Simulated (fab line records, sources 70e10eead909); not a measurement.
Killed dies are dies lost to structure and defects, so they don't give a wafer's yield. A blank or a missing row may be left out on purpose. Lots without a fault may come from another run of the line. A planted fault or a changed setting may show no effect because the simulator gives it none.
Which tool did it? | flow nand_harc | 14 lots, 38 wafers sampled, at 4 steps of a route of 1302

WHAT THE GAUGES READ, wafer by wafer
NHARC_P_BONDPAD_THK_MEAS_20: measures by xrf.
lot  | measured     | on            | thk_nm (nm)
L696 | day 7 07:58  | film_metro-01 | 158.9 165.2 159.8
L698 | day 7 21:10  | film_metro-02 | 164.7 159.5 159.9
L699 | day 8 11:44  | film_metro-02 | 160.6 160.1 160.2
L700 | day 8 17:02  | film_metro-01 | 162.6 156.5 160.0
L701 | day 9 04:41  | film_metro-01 | 161.7 162.0 160.4
L702 | day 9 12:28  | film_metro-01 | 160.1 163.3 162.6
L707 | day 11 19:42 | film_metro-02 | 161.5
L708 | day 11 23:26 | film_metro-01 | 159.6
L712 | day 13 15:13 | film_metro-02 | 159.6 159.0 163.6
L714 | day 14 14:43 | film_metro-02 | 161.4 161.0 163.7
L715 | day 14 21:32 | film_metro-02 | 160.7 159.9 162.8
L716 | day 15 10:17 | film_metro-01 | 161.5 162.6 160.5
L717 | day 15 19:44 | film_metro-01 | 158.3 156.8 158.0
L718 | day 16 03:05 | film_metro-02 | 157.9 159.9 161.2

NHARC_A_ZERO_WELL_CD_MEAS_10: target cd 2000 nm.
lot  | measured     | on        | cd_nm (nm)
L696 | day 7 09:23  | cd_sem-02 | 1996.8 2002.5 1998.7
L698 | day 7 22:42  | cd_sem-03 | 1998.7 1997.7 1997.4
L699 | day 8 13:08  | cd_sem-02 | 1996.7 2000.3 2001.6
L700 | day 8 18:27  | cd_sem-01 | 2000.1 1996.8 1999.6
L701 | day 9 06:05  | cd_sem-02 | 1997.3 1999.1 2002.3
L702 | day 9 13:52  | cd_sem-02 | 1996.2 1997.5 2001.6
L707 | day 11 21:15 | cd_sem-03 | 1996.1
L708 | day 12 00:56 | cd_sem-03 | 1997.9
L712 | day 13 16:36 | cd_sem-01 | 1998.2 2000.7 1998.2
L714 | day 14 16:07 | cd_sem-02 | 1998.7 1999.5 2000.3
L715 | day 14 23:04 | cd_sem-03 | 2000.0 1998.7 1996.0
L716 | day 15 11:40 | cd_sem-03 | 1998.6 2001.5 2000.7
L717 | day 15 21:16 | cd_sem-02 | 1999.8 1997.5 2000.5
L718 | day 16 04:35 | cd_sem-02 | 2000.2 2002.5 2001.0

WHICH TOOL RAN EACH LOT (tool, then ch and the chambers of the sampled wafers, then the start)
lot  | NHARC_P_BONDPAD_STRIP_15           | NHARC_A_ZERO_WELL_SOFTBAKE_05
L696 | rie_diel-12 ch 0,2,3, day 7 06:02  | litho_track-03 ch 0, day 7 09:00
L698 | rie_diel-12 ch 1,2,3, day 7 19:12  | litho_track-03 ch 0, day 7 22:00
L699 | rie_diel-01 ch 0,1,3, day 8 09:48  | litho_track-03 ch 0, day 8 12:00
L700 | rie_diel-01 ch 0,1,3, day 8 15:05  | litho_track-02 ch 0, day 8 18:00
L701 | rie_diel-09 ch 0,1,3, day 9 02:44  | litho_track-03 ch 0, day 9 05:00
L702 | rie_diel-09 ch 1,3, day 9 10:30    | litho_track-03 ch 0, day 9 13:00
L707 | rie_diel-09 ch 0, day 11 17:46     | litho_track-03 ch 0, day 11 20:00
L708 | rie_diel-09 ch 0, day 11 21:28     | litho_track-03 ch 0, day 12 00:00
L712 | rie_diel-09 ch 1,2,3, day 13 13:16 | litho_track-07 ch 0, day 13 16:00
L714 | rie_diel-01 ch 0,1,2, day 14 12:47 | litho_track-07 ch 0, day 14 15:00
L715 | rie_diel-09 ch 1,2,3, day 14 19:35 | litho_track-07 ch 0, day 14 22:00
L716 | rie_diel-12 ch 0,2, day 15 08:18   | litho_track-03 ch 0, day 15 11:00
L717 | rie_diel-09 ch 1,3, day 15 17:47   | litho_track-03 ch 0, day 15 20:00
L718 | rie_diel-09 ch 1,3, day 16 01:09   | litho_track-02 ch 0, day 16 04:00
- NHARC_P_BONDPAD_STRIP_15: strips in O2.
- NHARC_A_ZERO_WELL_SOFTBAKE_05: time 70 s.

WHAT THE TOOLS THEMSELVES READ (means of the sampled wafers that have a number; where no wafer has one, the mark that the record gives instead)
NHARC_P_BONDPAD_STRIP_15.
lot  | tool        | drypump_motor_current_A (A) | oes_product_au (a.u.) | rf_vpp_V (V) | showerhead_plenum_p_Torr (Torr) | throttle_valve_pct (%)
L696 | rie_diel-12 | 5.3                         | 1.000                 | 57.2         | 3.67                            | 17.035
L698 | rie_diel-12 | 5.5                         | 1.003                 | 58.0         | 3.70                            | 17.037
L699 | rie_diel-01 | 5.7                         | 1.001                 | 56.7         | 3.49                            | 17.034
L700 | rie_diel-01 | 5.8                         | 0.991                 | 58.0         | 3.49                            | 17.040
L701 | rie_diel-09 | 5.6                         | 1.005                 | 57.4         | 3.53                            | 17.037
L702 | rie_diel-09 | 5.9                         | 1.000                 | 57.7         | 3.63                            | 17.032
L707 | rie_diel-09 | 5.0                         | 1.002                 | 58.4         | 3.40                            | 17.024
L708 | rie_diel-09 | 4.9                         | 1.003                 | 56.1         | 3.40                            | 17.039
L712 | rie_diel-09 | 6.1                         | 1.002                 | 58.3         | 3.52                            | 17.038
L714 | rie_diel-01 | 5.5                         | 1.009                 | 58.0         | 3.59                            | 17.047
L715 | rie_diel-09 | 6.0                         | 1.006                 | 57.6         | 3.52                            | 17.042
L716 | rie_diel-12 | 5.1                         | 1.011                 | 57.6         | 3.65                            | 17.036
L717 | rie_diel-09 | 5.9                         | 1.006                 | 58.3         | 3.63                            | 17.037
L718 | rie_diel-09 | 6.0                         | 1.005                 | 58.3         | 3.56                            | 17.024

NHARC_A_ZERO_WELL_SOFTBAKE_05.
lot  | tool           | exhaust_pa (Pa) | heater_power_total_W (W)
L696 | litho_track-03 | 45.0            | 202.0
L698 | litho_track-03 | 46.0            | 200.5
L699 | litho_track-03 | 45.3            | 200.0
L700 | litho_track-02 | 45.5            | 199.1
L701 | litho_track-03 | 44.9            | 200.9
L702 | litho_track-03 | 44.4            | 201.1
L707 | litho_track-03 | 44.2            | 195.3
L708 | litho_track-03 | 44.9            | 195.6
L712 | litho_track-07 | 44.7            | 201.0
L714 | litho_track-07 | 45.4            | 201.6
L715 | litho_track-07 | 43.8            | 201.6
L716 | litho_track-03 | 45.6            | 201.8
L717 | litho_track-03 | 45.6            | 200.2
L718 | litho_track-02 | 45.6            | 200.6

THE ANSWER, worked out from the rows above alone
Rule: what is usual is taken from the lots themselves. Put in order of their means at a reading, lots are off if they are a third of the lots or fewer, leave a main group of 4 or more, and stand apart from it by a gap of 3 or more times the standard deviation of the main group's means; of several such gaps the widest counts. A main group whose means are all the same, to the digits that the tables above print for the reading, isn't used. A lot without any number at a reading at which 4 lots or more have one is off too. The other lots that the step has rows for count as sound. The gauges are gone through in route order, then the tools' own readings, and for those a lot's mean is taken as printed above. The first step at which some lot is off is used, and at that step the reading that is off furthest; a lot without a number counts as furthest.
Off: L707, L708, at NHARC_A_ZERO_WELL_SOFTBAKE_05 (heater_power_total_W). The main group: mean 200.9 W, standard deviation 0.81.
A tool fits if, at that step or a process step before it, it ran every lot that is off, and no sound lot after the first of them. None of those tried fits.

WHAT THE SIMULATOR HAD PUT IN
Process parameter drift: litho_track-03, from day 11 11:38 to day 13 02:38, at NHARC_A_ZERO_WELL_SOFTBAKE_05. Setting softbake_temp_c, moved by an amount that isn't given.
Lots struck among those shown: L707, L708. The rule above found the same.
